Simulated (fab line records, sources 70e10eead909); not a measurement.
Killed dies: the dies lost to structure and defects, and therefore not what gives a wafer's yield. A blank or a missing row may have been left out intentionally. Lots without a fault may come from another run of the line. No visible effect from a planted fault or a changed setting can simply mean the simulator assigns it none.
The tool behind it: which one? | flow nandHarc | 14 lots with 42 wafers sampled at 4 steps, on a route of 1159 steps

## WHAT THE GAUGES SHOWED, per wafer
Not one reading of a measure or inspect step in the record can be checked against a usual standard deviation.

## TOOL THAT RAN EACH LOT (tool first, then ch and the chambers of the sampled wafers, then the start)
lot  | NHARC_A_CONTACT_DESCUM_47         | NHARC_A_CONTACT_ETCH_113           | NHARC_A_CONTACT_ETCH_114           | NHARC_A_CONTACT_ETCH_122
L821 | rieDiel-13 ch 1,3, day 17 08:53   | harCapEtch-02 ch 0,1, day 17 10:27 | harCapEtch-02 ch 0,1, day 17 10:32 | harCapEtch-02 ch 0,1, day 17 11:16
L822 | rieDiel-08 ch 0,1, day 17 09:34   | harCapEtch-03 ch 0,1, day 17 11:29 | harCapEtch-03 ch 0,1, day 17 11:35 | harCapEtch-03 ch 0,1, day 17 12:19
L824 | rieDiel-11 ch 1,2,3, day 18 02:28 | harCapEtch-03 ch 0,1, day 18 04:09 | harCapEtch-03 ch 0,1, day 18 04:16 | harCapEtch-03 ch 0,1, day 18 05:11
L823 | rieDiel-13 ch 0,2,3, day 18 11:46 | harCapEtch-02 ch 0,1, day 18 13:19 | harCapEtch-02 ch 0,1, day 18 13:25 | harCapEtch-02 ch 0,1, day 18 14:08
L825 | rieDiel-11 ch 2,3, day 18 18:22   | harCapEtch-03 ch 0,1, day 18 20:01 | harCapEtch-03 ch 0,1, day 18 20:06 | harCapEtch-03 ch 0,1, day 18 20:49
L827 | rieDiel-13 ch 1,2,3, day 19 00:20 | harCapEtch-02 ch 0,1, day 19 01:59 | harCapEtch-02 ch 0,1, day 19 02:07 | harCapEtch-02 ch 0,1, day 19 03:05
L829 | rieDiel-08 ch 1,2,3, day 19 01:00 | harCapEtch-03 ch 0,1, day 19 04:53 | harCapEtch-03 ch 0,1, day 19 04:59 | harCapEtch-03 ch 0,1, day 19 05:43
L837 | rieDiel-13 ch 0,2,3, day 20 20:40 | harCapEtch-03 ch 0,1, day 20 22:19 | harCapEtch-03 ch 0,1, day 20 22:26 | harCapEtch-03 ch 0,1, day 20 23:25
L835 | rieDiel-11 ch 0,2,3, day 21 15:05 | harCapEtch-01 ch 0,1, day 21 17:13 | harCapEtch-01 ch 0,1, day 21 17:19 | harCapEtch-01 ch 0,1, day 21 18:02
L838 | rieDiel-08 ch 0,1,2, day 21 20:44 | harCapEtch-03 ch 0,1, day 21 22:17 | harCapEtch-03 ch 0,1, day 21 22:23 | harCapEtch-03 ch 0,1, day 21 23:06
L840 | rieDiel-08 ch 0,1,3, day 22 06:34 | harCapEtch-02 ch 0,1, day 22 08:16 | harCapEtch-02 ch 0,1, day 22 08:24 | harCapEtch-02 ch 0,1, day 22 09:07
L839 | rieDiel-11 ch 0,1, day 22 06:51   | harCapEtch-01 ch 0,1, day 22 08:26 | harCapEtch-01 ch 0,1, day 22 08:32 | harCapEtch-01 ch 0,1, day 22 09:16
L842 | rieDiel-13 ch 0,1,3, day 22 18:55 | harCapEtch-01 ch 0,1, day 22 20:28 | harCapEtch-01 ch 0,1, day 22 20:34 | harCapEtch-01 ch 0,1, day 22 21:17
L843 | rieDiel-13 ch 2,3, day 22 21:03   | harCapEtch-02 ch 0,1, day 22 22:43 | harCapEtch-02 ch 0,1, day 22 22:50 | harCapEtch-02 ch 0,1, day 22 23:48
- NHARC_A_CONTACT_DESCUM_47: chemistry O2, time 3 s.
- NHARC_A_CONTACT_ETCH_113: etches the open film in C4F8/O2/Ar, time 94 s, target depth 922 nm.
- NHARC_A_CONTACT_ETCH_114: etches the open film in C4F8/O2/Ar, time 94 s, target depth 922 nm.
- NHARC_A_CONTACT_ETCH_122: etches the open film in C4F8/O2/Ar, time 95 s, target depth 930 nm.

## WHAT THE TOOLS THEMSELVES READ (means of the sampled wafers that have a number; where no wafer has one, the mark that the record gives instead)
NHARC_A_CONTACT_DESCUM_47. Usual: drypumpMotorCurrentA 5.6 A, standard deviation 0.49; oesProductAu 1.000 a.u., standard deviation 0.0099; rfVppV 57.7 V, standard deviation 0.84; showerheadPlenumPTorr 1.90 Torr, standard deviation 0.098; throttleValvePct 11.312 %, standard deviation 0.0091.
lot  | tool       | drypumpMotorCurrentA (A) | oesProductAu (a.u.) | rfVppV (V) | showerheadPlenumPTorr (Torr) | throttleValvePct (%) | flag
L821 | rieDiel-13 | 5.9                      | 0.994               | 58.4       | 1.96                         | 11.310               | 
L822 | rieDiel-08 | 5.5                      | 0.992               | 58.7       | 2.00                         | 11.318               | 
L824 | rieDiel-11 | 5.7                      | 0.995               | 57.1       | 1.85                         | 11.313               | 
L823 | rieDiel-13 | 5.6                      | 1.002               | 57.8       | 1.85                         | 11.320               | 
L825 | rieDiel-11 | 5.2                      | 0.991               | 57.9       | 1.83                         | 11.306               | 
L827 | rieDiel-13 | 5.9                      | 1.004               | 57.5       | 1.89                         | 11.308               | 
L829 | rieDiel-08 | 5.1                      | 1.000               | 57.8       | 1.93                         | 11.317               | 
L837 | rieDiel-13 | 5.6                      | 1.008               | 57.7       | 1.96                         | 11.307               | 
L835 | rieDiel-11 | 5.6                      | 0.994               | 57.6       | 1.81                         | 11.316               | 
L838 | rieDiel-08 | 5.3                      | 1.007               | 57.4       | 2.00                         | 11.310               | 
L840 | rieDiel-08 | 5.4                      | 1.000               | 57.9       | 1.94                         | 11.314               | 
L839 | rieDiel-11 | 6.2                      | 0.992               | 57.8       | 1.82                         | 11.316               | 
L842 | rieDiel-13 | 5.6                      | 1.005               | 58.2       | 1.91                         | 11.321               | 
L843 | rieDiel-13 | 5.8                      | 1.003               | 57.6       | 2.01                         | 11.320               | 

NHARC_A_CONTACT_ETCH_113. Usual: chamberPressureMTorr 20.002 mTorr, standard deviation 0.018; oesAirLineAu 1.001 a.u., standard deviation 0.02.
lot  | tool          | chamberPressureMTorr (mTorr) | oesAirLineAu (a.u.) | flag
L821 | harCapEtch-02 | 19.983                       | 1.006               | 
L822 | harCapEtch-03 | 20.002                       | 0.995               | 
L824 | harCapEtch-03 | 20.018                       | 1.012               | 
L823 | harCapEtch-02 | 20.011                       | 0.972               | 
L825 | harCapEtch-03 | 19.999                       | 1.012               | 
L827 | harCapEtch-02 | 20.002                       | 1.017               | 
L829 | harCapEtch-03 | 19.991                       | 0.983               | 
L837 | harCapEtch-03 | 20.003                       | 0.994               | 
L835 | harCapEtch-01 | 20.011                       | 1.016               | 
L838 | harCapEtch-03 | 20.019                       | 1.006               | 
L840 | harCapEtch-02 | 20.000                       | 1.017               | 
L839 | harCapEtch-01 | 20.018                       | 1.022               | 
L842 | harCapEtch-01 | 20.008                       | 0.993               | 
L843 | harCapEtch-02 | 20.011                       | 1.000               | 

NHARC_A_CONTACT_ETCH_114. Usual: chamberPressureMTorr 20.001 mTorr, standard deviation 0.018; oesAirLineAu 0.998 a.u., standard deviation 0.021.
lot  | tool          | chamberPressureMTorr (mTorr) | oesAirLineAu (a.u.) | flag
L821 | harCapEtch-02 | 20.010                       | 1.012               | 
L822 | harCapEtch-03 | 19.998                       | 0.994               | 
L824 | harCapEtch-03 | 19.991                       | 0.984               | 
L823 | harCapEtch-02 | 20.003                       | 1.018               | 
L825 | harCapEtch-03 | 20.012                       | 0.995               | 
L827 | harCapEtch-02 | 20.005                       | 0.977               | 
L829 | harCapEtch-03 | 19.996                       | 0.980               | 
L837 | harCapEtch-03 | 19.997                       | 1.004               | 
L835 | harCapEtch-01 | 19.995                       | 1.006               | 
L838 | harCapEtch-03 | 19.993                       | 0.986               | 
L840 | harCapEtch-02 | 19.998                       | 0.962               | 
L839 | harCapEtch-01 | 19.987                       | 0.991               | 
L842 | harCapEtch-01 | 20.000                       | 0.991               | 
L843 | harCapEtch-02 | 19.983                       | 1.003               | 

NHARC_A_CONTACT_ETCH_122. Usual: chamberPressureMTorr 20.002 mTorr, standard deviation 0.019; oesAirLineAu 1.001 a.u., standard deviation 0.022.
lot  | tool          | chamberPressureMTorr (mTorr) | oesAirLineAu (a.u.) | flag
L821 | harCapEtch-02 | 19.994                       | 0.995               | 
L822 | harCapEtch-03 | 20.018                       | 0.981               | 
L824 | harCapEtch-03 | 20.023                       | 1.024               | 
L823 | harCapEtch-02 | 19.992                       | 1.009               | 
L825 | harCapEtch-03 | 19.987                       | 0.978               | 
L827 | harCapEtch-02 | -                            | -                   | OFF
L829 | harCapEtch-03 | -                            | -                   | OFF
L837 | harCapEtch-03 | 20.013                       | 0.975               | 
L835 | harCapEtch-01 | 20.007                       | 1.008               | 
L838 | harCapEtch-03 | 20.005                       | 1.024               | 
L840 | harCapEtch-02 | 20.013                       | 0.998               | 
L839 | harCapEtch-01 | 20.007                       | 1.001               | 
L842 | harCapEtch-01 | 20.011                       | 0.978               | 
L843 | harCapEtch-02 | 20.012                       | 1.002               | 

## THE ANSWER, worked out from the rows above alone
Rule: a lot is off if the mean of its wafers that have a number lies more than 3 standard deviations from the usual mean. Also off: a lot with no number at a reading for which 4 or more lots have one. Any other lot the step has rows for is counted as sound. First the gauges in route order, then the tools' own readings, where a lot's mean is used as printed above. The first step at which some lot is off is used, and at that step the reading that is off furthest; a lot without a number counts as furthest.
Off: L827, L829, at NHARC_A_CONTACT_ETCH_122 (chamberPressureMTorr). Without a number there: L827, L829.
If a tool, at that step or one of the process steps before it, ran each lot that is off and ran no sound lot following the first of them, it fits. No candidate that was tried fits.

## WHAT WAS PUT IN BY THE SIMULATOR
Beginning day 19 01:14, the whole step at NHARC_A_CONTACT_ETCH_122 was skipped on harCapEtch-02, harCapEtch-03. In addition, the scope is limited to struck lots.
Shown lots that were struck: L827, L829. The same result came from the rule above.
